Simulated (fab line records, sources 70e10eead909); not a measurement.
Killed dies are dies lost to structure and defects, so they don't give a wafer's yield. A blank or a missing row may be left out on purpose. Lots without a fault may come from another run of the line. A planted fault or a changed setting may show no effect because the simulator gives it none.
Chamber matching | flow nand_harc | NHARC_P_M2_PRE_CLEAN_32 on pecvd-04: 3 sister chambers
The step time 12 s. 3 wafers are shown with their chamber, then 7 later ones without.

WAFERS WITH THEIR CHAMBER
wafer  | chamber | heater_power_w (W)
L085.4 | 1       | 863
L090.1 | 0       | 592
L090.3 | 2       | 514

WAFERS WITHOUT THEIR CHAMBER
wafer  | heater_power_w (W)
L090.4 | 523
L091.3 | 663
L091.5 | 628
L091.6 | 839
L095.1 | 477
L095.4 | 670
L095.5 | 490

WHICH CHAMBER EACH WENT THROUGH
wafer  | from the rows above     | in truth
L090.4 | can't be placed: 2 or 0 | 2
L091.3 | can't be placed: 0 or 2 | 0
L091.5 | can't be placed: 0 or 2 | 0
L091.6 | 1                       | 1
L095.1 | can't be placed: 2 or 0 | 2
L095.4 | can't be placed: 0 or 2 | 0
L095.5 | can't be placed: 2 or 0 | 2
Placed correctly: 1 of 7. Can't be placed from these rows: 6 (the true chamber is among the candidates in 6). Placed wrongly: 0.
How it was worked out, from the rows above alone: a wafer's distance from a chamber is the root of the sum, over the readings, of the square of ((its reading less the chamber's mean) divided by the reading's scatter). The wafer belongs to the nearest chamber; if the next one is less than 2 further off, it can't be placed. A chamber's mean is the mean of its shown wafers. The scatter: with one shown wafer a chamber, the root of the mean of the squares of how far each hidden wafer lies from its nearest shown one.
